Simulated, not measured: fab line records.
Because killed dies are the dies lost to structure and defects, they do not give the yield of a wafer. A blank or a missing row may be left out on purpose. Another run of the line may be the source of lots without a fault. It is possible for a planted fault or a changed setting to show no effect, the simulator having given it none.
fab line records -- flow n5Finfet
record: lots: 5, wafers: 15, lastDay: 16
route steps=1938 shown BEOL_M4@1099 BEOL_M5@1112 BEOL_M14@1767 PASSIVATION@1936
lots untouched by any fault: they come from a run of this same line in which no faults occurred
startH: hours from the record's first day to the start of the lot's first wafer shown -- waitH: hours elapsed since this lot's preceding step -- " identical to the entry in the row above -- L1.1+2: one row covering several wafers at once -- - no value, or no start was given -- * or withheld: withheld -- < > ~ a bound
route shown NAME@n: a module of which the file shows steps, and the number in the route of the first -- usual: the fault-free wafers' mean and standard deviation -- same: alike in all rows -- chamber/n: place in a boat -- sites: per-site readings -- _std_site: the values' standard deviation -- _edge_site: the outer-site mean with the inner-site mean subtracted -- radiusMm: for every site, how far away it sits from the centre of the wafer -- mask NAME#n: copy n -- behind: tool/chamber where the wafer was last shaped -- hold: why the lot was held/for how many hours/how that ended -- device: the transistor (n, p or np) that didn't switch -- end of line: tests run on the same wafers once the route is complete -- where a step has no rows: the recipe by itself -- killed: dies lost to structure and defects at the first sort, not the wafer's yield -- map: a wafer's dies, x killed, . not, _ none there
set.NAME: setting as actually run; set.NAME@STEP: the setting as run at that earlier step -- model.NAME: the simulator's own value behind a step, which no gauge read
lots seen at some steps along the route; tables by step, rows by wafer
services: a tool's chamber out of use, with start hour (startH, from the record's first day; less than 0 if before it), hours out, and reason
== steps ==
step: N5_BEOL_M4_ANNEAL_95
recipe: tempC: 400, timeS: 240, ambient: vacuum
step: N5_BEOL_M4_SPUTTER_96
recipe: material: Cu, targetThkA: 45, tempC: -20, chamberPressurePa: 0.07, powerW: withheld, timeS: 8.29
step: N5_BEOL_M4_ECD_50
recipe: material: Cu, targetThkA: 3000
step: N5_BEOL_M4_ANNEAL_51
recipe: tempC: 225, timeS: 90, ambient: N2
step: N5_BEOL_M4_CMP_52
recipe: stopOn: SiOC, tOverpolishS: 6.8, downForcePsi: 1, platenRpm: 50, clearingPlatenDownForcePsi: 1.5, clearingPlatenRpm: 50, postCmpClean: cuAlkaline, targetThkNm: 40, clearingPlatenPadVelocityMS: 0.99484, padVelocityMS: 0.99484
step: N5_BEOL_M4_PRE_CLEAN_60
recipe: gas: NH3/H2, timeS: 15, tempC: *, rfPowerW: 300
step: N5_BEOL_M4_CO_CAP_55
recipe: material: Co, targetThkA: 20, tempC: 200, precursor: CCTBA/H2, pressureTorr: 30, timeS: 102.1
step: N5_BEOL_M4_PRE_CLEAN_56
recipe: gas: NH3, timeS: 15, tempC: withheld, rfPowerW: 300
step: N5_BEOL_M4_DEP_57
recipe: material: SiCN, targetThkA: 80, tempC: withheld, precursor: 3MS/NH3, pressureTorr: 3, rfW: 202, timeS: 14
step: N5_BEOL_M4_RC_MEAS_101
usual: DIBL_N: 35.9/1.6, DIBL_P: 35.6/2.1, IOFF_N: 0.149/0.029, IOFF_P: 0.20/0.033, ION_N: 671/11, ION_P: 460/7.3, SS_N: 71.4/0.62, SS_P: 73.2/0.65, VT_N: 251/3.1, VT_P: -251/3.4
lot.wafer,tool,chamber,startH,waitH,DIBL_N[mV/V],DIBL_P[mV/V],IOFF_N[nA/um],IOFF_P[nA/um],ION_N[uA/um],ION_P[uA/um],SS_N[mV/dec],SS_P[mV/dec],VT_N[mV],VT_P[mV]
L901.1,prober-02,0,205.27,0.0,36.8,36.5,0.165,0.25,679,473,71.7,73.8,249,-248
L901.3,prober-02,0,205.27,0.0,36.9,36.4,0.173,0.25,684,476,70.7,73.4,248,-247
L901.4,prober-02,0,205.27,0.0,37.4,37.0,0.172,0.26,681,474,71.9,74.2,249,-247
L909.2,prober-01,0,257.49,0.2,38.9,37.7,0.172,0.21,681,459,72.8,74.3,249,-253
L909.3,prober-01,0,257.49,0.2,35.9,35.4,0.135,0.18,668,458,71.1,74.0,251,-253
L909.4,prober-01,0,257.49,0.2,35.8,36.1,0.137,0.18,680,466,71.0,73.4,253,-252
L911.3,prober-02,0,274.11,0.3,33.3,32.8,0.103,0.15,652,448,71.6,72.5,260,-253
L911.4,prober-02,0,274.11,0.3,35.9,34.9,0.128,0.17,664,455,71.9,73.5,255,-254
L911.5,prober-02,0,274.11,0.3,37.8,37.3,0.164,0.21,671,470,72.6,73.6,250,-253
L912.2,prober-02,0,277.19,0.2,36.8,36.9,0.144,0.19,669,458,71.6,73.3,252,-255
L912.5,prober-02,0,277.19,0.2,36.0,35.6,0.131,0.17,663,458,71.7,73.1,251,-253
L912.6,prober-02,0,277.19,0.2,35.4,34.2,0.122,0.16,664,453,71.1,73.3,254,-253
L915.1,prober-02,0,288.83,0.0,36.2,35.5,0.185,0.22,677,463,71.8,74.1,248,-250
L915.4,prober-02,0,288.83,0.0,38.2,38.7,0.225,0.28,694,476,71.9,74.4,244,-247
L915.6,prober-02,0,288.83,0.0,38.2,38.4,0.237,0.28,687,464,72.3,75.4,243,-249
step: N5_BEOL_M5_ILD_DEP_00
recipe: material: SiCOH_lowk, targetThkA: 1406.4, tempC: 300, precursor: DEMS/porogen, pressureTorr: 5, rfW: 500, timeS: 25.9
step: N5_BEOL_M5_CURE_79
recipe: tempC: 385, timeS: 240, ambient: He/Ar, material: SiCOH_lowk
step: N5_BEOL_M5_PECVD_70
recipe: material: SiO2, targetThkA: 160, tempC: 400, precursor: TEOS/O2, pressureTorr: 5.5, rfW: 450, teosFlowSccm: 53.8, gas: O2, flowSccm: 3000, timeS: 18
step: N5_BEOL_M5_HM_DEP_02
recipe: material: TiN, targetThkA: 200, tempC: 25, chamberPressurePa: 0.49996
step: N5_BEOL_M5_COAT_59
recipe: resist: SOC, tempC: 250, timeS: 60, spinRpm: 1500, resistThkNm: 60
step: N5_BEOL_M5_COAT_60
recipe: resist: SiARC, tempC: 220, timeS: 60, spinRpm: 1500, resistThkNm: 12
step: N5_BEOL_M5_COAT_71
recipe: resist: underlayer, tempC: 205, timeS: 60, spinRpm: 1500, resistThkNm: 5
step: N5_BEOL_M5_COAT_05
recipe: resist: CAR-EUV, spinRpm: 1500, resistThkNm: 30
step: N5_BEOL_M5_EBR_07
recipe: solvent: PGMEA, ebrWidthMm: 1.5
step: N5_BEOL_M5_SOFTBAKE_06
recipe: tempC: 110, timeS: 60, resist: CAR-EUV
step: N5_BEOL_M5_EXPOSE_08
recipe: maskId: M5, na: 0.33, sourceShape: annular, sigmaInner: 0.4, sigmaOuter: 0.8, polarization: unpolarized, targetCdNm: 28, doseMj: 35.75
step: N5_BEOL_M5_PEB_09
recipe: pebTempC: 100, pebTimeS: 60, resist: CAR-EUV
step: N5_BEOL_M5_DEVELOP_10
recipe: developTimeS: 30, developer: TMAH, resist: CAR-EUV, rinseLiquid: surfactantRinse, dry: airSpin, devTempC: 23
step: N5_BEOL_M5_DESCUM_16
recipe: chemistry: O2, timeS: 7, sourcePowerW: 50, biasPowerW: 20, pressureMtorr: 20, rfFrequencyHz: 2.712e+07, tempC: 40, resist: CAR-EUV, o2FlowSccm: 225
step: N5_BEOL_M5_ETCH_72
recipe: chemistry: N2/H2, target: underlayer, targetDepthA: 65, maskMaterial: CAR-EUV, timeS: 5.2, ionEnergyEv: 200, pressureMtorr: 30, sourceW: 840, biasW: 150, n2FlowSccm: 200, h2FlowSccm: 200, ends: cleared
step: N5_BEOL_M5_ETCH_61
recipe: chemistry: CF4, target: SiARC, targetDepthA: 156, maskMaterial: CAR-EUV, timeS: 26, ionEnergyEv: 80, pressureMtorr: 40, sourceW: 545, biasW: 36, Ar_flow_sccm: 100, cf4FlowSccm: 100, ends: cleared
step: N5_BEOL_M5_ETCH_62
recipe: chemistry: N2/H2, target: SOC, targetDepthA: 750, overetchA: 150, maskMaterial: SiARC, tempC: 40, timeS: 112.5, ionEnergyEv: 200, pressureMtorr: 30, sourceW: 840, biasW: 150, n2FlowSccm: 200, h2FlowSccm: 200
step: N5_BEOL_M5_STRIP_63
recipe: chemistry: N2/H2, tempC: 40, n2FlowSccm: 200, h2FlowSccm: 200, rfFrequencyHz: 6e+07
step: N5_BEOL_M5_STRIP_73
recipe: chemistry: N2/H2, tempC: 40, n2FlowSccm: 200, h2FlowSccm: 200, rfFrequencyHz: 6e+07
step: N5_BEOL_M5_STRIP_64
recipe: chemistry: CF4, resist: SiARC, powerW: 300, biasPowerW: 75, pressureMtorr: 50, cf4FlowSccm: 150, rfFrequencyHz: 6e+07
step: N5_BEOL_M5_HM_OPEN_17
recipe: chemistry: Cl2/BCl3, targetDepthA: 200, overetchA: 60, target: TiN, maskMaterial: SOC, ionEnergyEv: 150, pressureMtorr: 10, icpW: 1000, biasW: 126, Cl2_flow_sccm: 53.25, bcl3FlowSccm: 21.75, Ar_flow_sccm: 25
step: N5_BEOL_M5_STRIP_19
recipe: chemistry: O2, powerW: 400, tempC: 40, pressureMtorr: 30, rfFrequencyHz: 6e+07, biasPowerW: 0, overashFraction: 0.2, o2FlowSccm: 225
step: N5_BEOL_M5_COAT_65
recipe: resist: SOC, tempC: 250, timeS: 60, spinRpm: 1500, resistThkNm: 60
step: N5_BEOL_M5_COAT_66
recipe: resist: SiARC, tempC: 220, timeS: 60, spinRpm: 1500, resistThkNm: 12
step: N5_BEOL_M14_CMP_49
recipe: stopOn: SiO2, tOverpolishS: 5.2, downForcePsi: 2, platenRpm: 80, clearingPlatenDownForcePsi: 2, clearingPlatenRpm: 80, postCmpClean: cuAlkaline, targetThkNm: 560, clearingPlatenPadVelocityMS: 1.5917, padVelocityMS: 1.5917
usual: barrierFieldEndpointS: 11.39/0.27, clearingPlatenDownForcePsi: 2.000/0.0041, motorCurrentA: 8.2/0.85, overpolishRunS: 5.199/0.009, timeToEndpointS: 122/3.9
lot.wafer,tool,chamber,startH,waitH,barrierFieldEndpointS,clearingPlatenDownForcePsi,motorCurrentA,overpolishRunS,timeToEndpointS,model.Cu_of_BEOL_M14_ECD_47.thkNm
L901.1,cmp-03,0,286.33,0.3,11.13,2.002,8.5,5.200,122,546
L901.3,cmp-03,1,286.33,0.3,11.02,2.001,9.6,5.183,116,560.8
L901.4,cmp-03,2,286.33,0.3,11.28,1.994,7.2,5.195,122,573.8
L909.3,cmp-04,2,336.20,0.2,-,-,-,-,-,1247
L909.2,cmp-04,3,336.20,0.2,-,-,-,-,-,1244
L909.4,cmp-04,0,336.20,0.2,-,-,-,-,-,1243
L912.2,cmp-03,2,350.98,0.2,-,-,-,-,-,1243
L912.6,cmp-03,2,350.98,0.2,-,-,-,-,-,1250
L912.5,cmp-03,3,350.98,0.2,-,-,-,-,-,1240
L911.3,cmp-01,3,352.48,0.2,-,-,-,-,-,1241
L911.4,cmp-01,1,352.48,0.2,-,-,-,-,-,1238
L911.5,cmp-01,3,352.48,0.2,-,-,-,-,-,1252
L915.1,cmp-01,0,367.45,0.3,11.55,1.998,8.1,5.190,126,553.2
L915.4,cmp-01,3,367.45,0.3,11.42,1.998,7.5,5.198,118,558.2
L915.6,cmp-01,1,367.45,0.3,11.17,1.997,8.2,5.202,118,566.6
step: N5_BEOL_M14_THK_MEAS_50
recipe: thkMeasGauge: xrf, reads: Cu_of_BEOL_M14_ECD_47
usual: M14_THK: 530/9.5
lot.wafer,tool,chamber,startH,waitH,M14_THK[nm]
L901.1,filmMetro-02,-,286.62,-,522
L901.3,filmMetro-02,-,286.62,-,537
L901.4,filmMetro-02,-,286.62,-,542
L909.2,filmMetro-02,-,336.46,0.2,1182
L909.3,filmMetro-02,-,336.46,0.2,1185
L909.4,filmMetro-02,-,336.46,0.2,1173
L912.2,filmMetro-01,-,351.27,0.3,1183
L912.5,filmMetro-01,-,351.27,0.3,1180
L912.6,filmMetro-01,-,351.27,0.3,1190
L911.3,filmMetro-01,-,352.74,0.2,1184
L911.4,filmMetro-01,-,352.74,0.2,1183
L911.5,filmMetro-01,-,352.74,0.2,1198
L915.1,filmMetro-01,-,367.75,-,521
L915.4,filmMetro-01,-,367.75,-,528
L915.6,filmMetro-01,-,367.75,-,535
step: N5_BEOL_M14_RS_MEAS_54
recipe: thkMeasGauge: four-point-probe, reads: Cu_of_BEOL_M14_ECD_47+Ta_of_BEOL_M14_SPUTTER_44+TaN_of_BEOL_M14_SPUTTER_43
usual: M14_RS: 0.0331/0.00062
lot.wafer,tool,chamber,startH,waitH,M14_RS[ohm/sq]
L901.1,filmMetro-02,-,286.75,0.0,0.0340
L901.3,filmMetro-02,-,286.75,0.0,0.0331
L901.4,filmMetro-02,-,286.75,0.0,0.0324
L909.2,filmMetro-02,-,336.59,0.1,0.0136
L909.3,filmMetro-02,-,336.59,0.1,0.0136
L909.4,filmMetro-02,-,336.59,0.1,0.0137
L912.2,filmMetro-02,-,351.40,0.1,0.0136
L912.5,filmMetro-02,-,351.40,0.1,0.0137
L912.6,filmMetro-02,-,351.40,0.1,0.0135
L911.3,filmMetro-01,-,352.87,0.1,0.0136
L911.4,filmMetro-01,-,352.87,0.1,0.0137
L911.5,filmMetro-01,-,352.87,0.1,0.0135
L915.1,filmMetro-02,-,367.88,0.0,0.0336
L915.4,filmMetro-02,-,367.88,0.0,0.0333
L915.6,filmMetro-02,-,367.88,0.0,0.0328
step: N5_BEOL_M14_INSPECT_55
recipe: inspectInstrument: darkfield, mode: postDep
usual: rawDefectCount: 73/24
lot.wafer,tool,chamber,startH,waitH,rawDefectCount
L901.1,defectInspect-01,-,286.78,0.0,131
L901.3,defectInspect-01,-,286.78,0.0,130
L901.4,defectInspect-01,-,286.78,0.0,114
L909.2,defectInspect-01,-,336.61,0.0,6606
L909.3,defectInspect-01,-,336.61,0.0,6372
L909.4,defectInspect-01,-,336.61,0.0,6443
L912.2,defectInspect-02,-,351.43,0.0,6378
L912.5,defectInspect-02,-,351.43,0.0,6370
L912.6,defectInspect-02,-,351.43,0.0,6508
L911.3,defectInspect-01,-,352.89,0.0,6477
L911.4,defectInspect-01,-,352.89,0.0,6558
L911.5,defectInspect-01,-,352.89,0.0,6585
L915.1,defectInspect-02,-,367.90,0.0,61
L915.4,defectInspect-02,-,367.90,0.0,45
L915.6,defectInspect-02,-,367.90,0.0,86
step: N5_PASSIVATION_PROBE_49
usual: defectLimitedYield: 90.9/1.5, killed_at_M0_to_M3: 36/9.9, killed_at_M4_up: 13/4.5, killedAtContacts: 13/6.4, killedAtFrontEnd: 42/12, killedAtOther: 3.4/3, killedDies: 107/18, killedOnRim: 14/4.3, killedOpen: 69/13, killedShort: 35/8.2, sort_bin_5_function: 5.3/1.1, sort_bin_6_memory: 3.4/0.69, sortNPass: 1073/18, sortYieldPct: 90.9/1.5
same: grossDies: 1180, killedAtBackSide: 0, sort_bin_4_leakage[%]: 0, sort_bin_8_speed[%]: 0
lot.wafer,tool,chamber,startH,waitH,defectLimitedYield[%],killed_at_M0_to_M3,killed_at_M4_up,killedAtContacts,killedAtFrontEnd,killedAtOther,killedDies,killedOnRim,killedOpen,killedShort,sort_bin_5_function[%],sort_bin_6_memory[%],sortNPass,sortYieldPct[%]
L909.2,prober-02,-,356.03,0.1,0,52,1072,22,32,2,1180,152,78,42,5.9,3.9,0,0
L909.3,prober-02,-,356.08,0.1,0,30,1076,23,45,6,1180,152,83,30,5.7,3.5,0,0
L909.4,prober-02,-,356.13,0.2,0,40,1091,11,36,2,1180,152,65,35,6.4,1.9,0,0
L912.2,prober-01,-,376.56,1.1,0,30,1077,6,58,9,1180,152,75,40,5.4,4.2,0,0
L912.5,prober-01,-,376.71,1.3,0,44,1096,7,30,3,1180,152,58,33,4.4,3.2,0,0
L912.6,prober-01,-,376.76,1.3,0,42,1084,12,41,1,1180,152,70,39,5.8,3.2,0,0
L911.3,prober-01,-,382.25,0.1,0,27,1086,15,47,5,1180,152,67,36,5.6,2.9,0,0
L911.4,prober-01,-,382.30,0.2,0,19,1122,10,26,3,1180,152,50,23,3.6,2.6,0,0
L911.5,prober-01,-,382.35,0.2,0,15,1111,10,27,17,1180,152,48,29,4.0,2.4,0,0
killed by level:class
L909.2 BEOL_M14:areaCmp=1060 MOL_CONTACT_COAG:geometricParticle:open=13 BEOL_M3:geometricParticle:open=12 BEOL_M0_SAQP:geometricParticle:open=11 STI_FIN_REVEAL:geometricParticle:open=9 MOL_CONTACT_COAG:geometricParticle:short=9 BEOL_M1:geometricParticle:open=8 BEOL_M0_SAQP:geometricParticle:short=6
L909.3 BEOL_M14:areaCmp=1065 MOL_CONTACT_COAG:geometricParticle:open=19 FIN_SAQP:geometricParticle:open=17 BEOL_M3:geometricParticle:open=9 FIN_SAQP:geometricParticle:short=5 STI_FIN_REVEAL:geometricParticle:open=4 ILD0:geometricParticle:open=4 MOL_CONTACT_COAG:geometricParticle:short=4
L909.4 BEOL_M14:areaCmp=1078 BEOL_M0_SAQP:geometricParticle:open=15 BEOL_M0_SAQP:geometricParticle:short=13 FIN_SAQP:geometricParticle:open=9 MOL_CONTACT_COAG:geometricParticle:open=7 BEOL_M4:geometricParticle:open=6 FIN_SAQP:geometricParticle:short=5 STI_FIN_REVEAL:geometricParticle:open=4
L912.2 BEOL_M14:areaCmp=1064 FIN_SAQP:geometricParticle:short=14 BEOL_M2:geometricParticle:open=12 STI_FIN_REVEAL:geometricParticle:open=8 FIN_SAQP:geometricParticle:open=7 DUMMY_GATE:geometricParticle:open=6 BEOL_M0_SAQP:geometricParticle:open=6 GATE_CUT:geometricParticle:short=5
L912.5 BEOL_M14:areaCmp=1087 BEOL_M1:geometricParticle:open=15 FIN_SAQP:geometricParticle:short=14 BEOL_M3:geometricParticle:open=9 BEOL_M2:geometricParticle:open=8 BEOL_M4:geometricParticle:open=5 MOL_CONTACT_COAG:geometricParticle:open=4 BEOL_M0_SAQP:geometricParticle:open=4
L912.6 BEOL_M14:areaCmp=1071 BEOL_M2:geometricParticle:open=15 BEOL_M4:geometricParticle:open=8 FIN_SAQP:geometricParticle:short=6 MOL_CONTACT_COAG:geometricParticle:open=6 MOL_CONTACT_COAG:geometricParticle:short=6 BEOL_M1:geometricParticle:open=6 FIN_SAQP:geometricParticle:open=5
L911.3 BEOL_M14:areaCmp=1075 MOL_CONTACT_COAG:geometricParticle:open=13 FIN_SAQP:geometricParticle:short=9 FIN_SAQP:geometricParticle:open=9 DUMMY_GATE:geometricParticle:open=8 BEOL_M3:geometricParticle:open=8 BEOL_M1:geometricParticle:open=7 STARTING-WAFER:geometricParticle:short=5
L911.4 BEOL_M14:areaCmp=1104 MOL_CONTACT_COAG:geometricParticle:open=10 BEOL_M4:geometricParticle:open=8 BEOL_M0_SAQP:geometricParticle:short=6 BEOL_M1:geometricParticle:open=5 STARTING-WAFER:geometricParticle:open=5 FIN_SAQP:geometricParticle:short=4 FIN_SAQP:geometricParticle:open=4
L911.5 BEOL_M14:areaCmp=1100 MOL_CONTACT_COAG:geometricParticle:open=6 BEOL_M4:geometricParticle:open=5 FIN_SAQP:geometricParticle:short=4 GATE_CUT:geometricParticle:open=4 MOL_CONTACT_COAG:geometricParticle:short=4 BEOL_M0_SAQP:geometricParticle:open=4 BEOL_M1:geometricParticle:open=4
map L909.2 (x killed, . not)
_________________xxxxxxxxxxxx________________
______________xxxxxxxxxxxxxxxxxx_____________
___________xxxxxxxxxxxxxxxxxxxxxxxx__________
__________xxxxxxxxxxxxxxxxxxxxxxxxxx_________
________xxxxxxxxxxxxxxxxxxxxxxxxxxxxxx_______
_______xxxxxxxxxxxxxxxxxxxxxxxxxxxxxxxx______
______xxxxxxxxxxxxxxxxxxxxxxxxxxxxxxxxxx_____
_____xxxxxxxxxxxxxxxxxxxxxxxxxxxxxxxxxxxx____
____xxxxxxxxxxxxxxxxxxxxxxxxxxxxxxxxxxxxxx___
___xxxxxxxxxxxxxxxxxxxxxxxxxxxxxxxxxxxxxxxx__
___xxxxxxxxxxxxxxxxxxxxxxxxxxxxxxxxxxxxxxxx__
__xxxxxxxxxxxxxxxxxxxxxxxxxxxxxxxxxxxxxxxxxx_
__xxxxxxxxxxxxxxxxxxxxxxxxxxxxxxxxxxxxxxxxxx_
_xxxxxxxxxxxxxxxxxxxxxxxxxxxxxxxxxxxxxxxxxxxx
_xxxxxxxxxxxxxxxxxxxxxxxxxxxxxxxxxxxxxxxxxxxx
_xxxxxxxxxxxxxxxxxxxxxxxxxxxxxxxxxxxxxxxxxxxx
_xxxxxxxxxxxxxxxxxxxxxxxxxxxxxxxxxxxxxxxxxxxx
_xxxxxxxxxxxxxxxxxxxxxxxxxxxxxxxxxxxxxxxxxxxx
_xxxxxxxxxxxxxxxxxxxxxxxxxxxxxxxxxxxxxxxxxxxx
_xxxxxxxxxxxxxxxxxxxxxxxxxxxxxxxxxxxxxxxxxxxx
_xxxxxxxxxxxxxxxxxxxxxxxxxxxxxxxxxxxxxxxxxxxx
__xxxxxxxxxxxxxxxxxxxxxxxxxxxxxxxxxxxxxxxxxx_
__xxxxxxxxxxxxxxxxxxxxxxxxxxxxxxxxxxxxxxxxxx_
___xxxxxxxxxxxxxxxxxxxxxxxxxxxxxxxxxxxxxxxx__
___xxxxxxxxxxxxxxxxxxxxxxxxxxxxxxxxxxxxxxxx__
____xxxxxxxxxxxxxxxxxxxxxxxxxxxxxxxxxxxxxx___
_____xxxxxxxxxxxxxxxxxxxxxxxxxxxxxxxxxxxx____
______xxxxxxxxxxxxxxxxxxxxxxxxxxxxxxxxxx_____
_______xxxxxxxxxxxxxxxxxxxxxxxxxxxxxxxx______
________xxxxxxxxxxxxxxxxxxxxxxxxxxxxxx_______
__________xxxxxxxxxxxxxxxxxxxxxxxxxx_________
___________xxxxxxxxxxxxxxxxxxxxxxxx__________
______________xxxxxxxxxxxxxxxxxx_____________
_________________xxxxxxxxxxxx________________
map L911.3 (x killed, . not)
_________________xxxxxxxxxxxx________________
______________xxxxxxxxxxxxxxxxxx_____________
___________xxxxxxxxxxxxxxxxxxxxxxxx__________
__________xxxxxxxxxxxxxxxxxxxxxxxxxx_________
________xxxxxxxxxxxxxxxxxxxxxxxxxxxxxx_______
_______xxxxxxxxxxxxxxxxxxxxxxxxxxxxxxxx______
______xxxxxxxxxxxxxxxxxxxxxxxxxxxxxxxxxx_____
_____xxxxxxxxxxxxxxxxxxxxxxxxxxxxxxxxxxxx____
____xxxxxxxxxxxxxxxxxxxxxxxxxxxxxxxxxxxxxx___
___xxxxxxxxxxxxxxxxxxxxxxxxxxxxxxxxxxxxxxxx__
___xxxxxxxxxxxxxxxxxxxxxxxxxxxxxxxxxxxxxxxx__
__xxxxxxxxxxxxxxxxxxxxxxxxxxxxxxxxxxxxxxxxxx_
__xxxxxxxxxxxxxxxxxxxxxxxxxxxxxxxxxxxxxxxxxx_
_xxxxxxxxxxxxxxxxxxxxxxxxxxxxxxxxxxxxxxxxxxxx
_xxxxxxxxxxxxxxxxxxxxxxxxxxxxxxxxxxxxxxxxxxxx
_xxxxxxxxxxxxxxxxxxxxxxxxxxxxxxxxxxxxxxxxxxxx
_xxxxxxxxxxxxxxxxxxxxxxxxxxxxxxxxxxxxxxxxxxxx
_xxxxxxxxxxxxxxxxxxxxxxxxxxxxxxxxxxxxxxxxxxxx
_xxxxxxxxxxxxxxxxxxxxxxxxxxxxxxxxxxxxxxxxxxxx
_xxxxxxxxxxxxxxxxxxxxxxxxxxxxxxxxxxxxxxxxxxxx
_xxxxxxxxxxxxxxxxxxxxxxxxxxxxxxxxxxxxxxxxxxxx
__xxxxxxxxxxxxxxxxxxxxxxxxxxxxxxxxxxxxxxxxxx_
__xxxxxxxxxxxxxxxxxxxxxxxxxxxxxxxxxxxxxxxxxx_
___xxxxxxxxxxxxxxxxxxxxxxxxxxxxxxxxxxxxxxxx__
___xxxxxxxxxxxxxxxxxxxxxxxxxxxxxxxxxxxxxxxx__
____xxxxxxxxxxxxxxxxxxxxxxxxxxxxxxxxxxxxxx___
_____xxxxxxxxxxxxxxxxxxxxxxxxxxxxxxxxxxxx____
______xxxxxxxxxxxxxxxxxxxxxxxxxxxxxxxxxx_____
_______xxxxxxxxxxxxxxxxxxxxxxxxxxxxxxxx______
________xxxxxxxxxxxxxxxxxxxxxxxxxxxxxx_______
__________xxxxxxxxxxxxxxxxxxxxxxxxxx_________
___________xxxxxxxxxxxxxxxxxxxxxxxx__________
______________xxxxxxxxxxxxxxxxxx_____________
_________________xxxxxxxxxxxx________________
== services ==
tool,chamber,startH,hours,kind
cmp-03,-,269.87,0.8,repair
cmp-03,-,277.03,0.6,repair
cmp-01,-,278.41,0.9,repair
cmp-03,-,290.48,0.4,repair
cmp-01,-,308.00,1.2,repair
cmp-03,-,318.91,0.3,repair
cmp-04,-,335.44,0.7,repair
cmp-01,-,357.87,4.0,pm
cmp-03,-,358.35,1.5,repair
cmp-04,-,359.68,1.9,repair
cmp-01,-,361.87,-,consumableReplace:conditioner
cmp-01,-,361.87,-,consumableReplace:pad
== key ==
firstSign: step: N5_BEOL_M14_CMP_49, reading: toolRecord, direction: missing
effect: step: N5_BEOL_M14_THK_MEAS_50, reading: M14_THK, direction: up, sigmas: 69, usual: 530, struck: 1184
effect: step: N5_BEOL_M14_RS_MEAS_54, reading: M14_RS, direction: down, sigmas: 31, usual: 0.0331, struck: 0.0136
effect: step: N5_BEOL_M14_INSPECT_55, reading: rawDefectCount, direction: up, sigmas: 99+, usual: 73, struck: 6477
effect: step: N5_PASSIVATION_PROBE_49, reading: killed_at_M4_up, direction: up, sigmas: 99+, usual: 13, struck: 1091
modelEffect: step: N5_BEOL_M14_CMP_49, value: Cu_of_BEOL_M14_ECD_47.thkNm, without: 561.1, struck: 1244
moreKillsBornAt: N5_BEOL_M14_CMP_49@cmp-01: 3279, N5_BEOL_M14_CMP_49@cmp-03: 3222, N5_BEOL_M14_CMP_49@cmp-04: 3203
metAt N5_BEOL_M14_CMP_49
struckWafers L909.2,L909.3,L909.4,L911.3,L911.4,L911.5,L912.2,L912.5,L912.6
laterRowsLeftOut L909.2,L909.3,L909.4,L911.3,L911.4,L911.5,L912.2,L912.5,L912.6
onsetBetween 286.33 336.20
fault: kind: skippedStepWhole, tool: cmp-01,cmp-03,cmp-04, chamber: -, onsetH: 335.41, steps: N5_BEOL_M14_CMP_49, scope: struckLotsOnly
laterRowsLeftOut: the simulator's readings of these wafers behind a module that went badly wrong aren't trusted and aren't shown, but for the sort
